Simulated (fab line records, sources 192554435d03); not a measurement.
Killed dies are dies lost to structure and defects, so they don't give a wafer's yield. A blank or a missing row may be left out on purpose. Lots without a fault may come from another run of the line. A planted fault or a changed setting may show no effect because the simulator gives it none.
Chamber matching | flow n5_finfet | N5_BEOL_M4_STRIP_66 on rie_diel-04: 4 sister chambers
The step strips in CF4. 4 wafers are shown with their chamber, then 8 later ones without.

WAFERS WITH THEIR CHAMBER
wafer  | chamber | drypump_motor_current_A (A)
L074.5 | 0       | 5.7
L085.1 | 1       | 6.4
L085.4 | 3       | 5.9
L093.1 | 2       | 5.9

WAFERS WITHOUT THEIR CHAMBER
wafer  | drypump_motor_current_A (A)
L093.4 | 6.4
L093.5 | 6.0
L094.4 | 6.0
L094.5 | 5.7
L094.6 | 6.4
L095.1 | 5.9
L095.3 | 5.9
L095.6 | 5.9

WHICH CHAMBER EACH WENT THROUGH
wafer  | from the rows above     | in truth
L093.4 | 1                       | 1
L093.5 | can't be placed: 2 or 3 | 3
L094.4 | can't be placed: 2 or 3 | 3
L094.5 | 0                       | 0
L094.6 | 1                       | 1
L095.1 | can't be placed: 2 or 3 | 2
L095.3 | can't be placed: 2 or 3 | 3
L095.6 | can't be placed: 2 or 3 | 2
Placed correctly: 3 of 8. Can't be placed from these rows: 5 (the true chamber is among the candidates in 5). Placed wrongly: 0.
How it was worked out, from the rows above alone: a wafer's distance from a chamber is the root of the sum, over the readings, of the square of ((its reading less the chamber's mean) divided by the reading's scatter). The wafer belongs to the nearest chamber; if the next one is less than 2 further off, it can't be placed. A chamber's mean is the mean of its shown wafers. The scatter: with one shown wafer a chamber, the root of the mean of the squares of how far each hidden wafer lies from its nearest shown one.
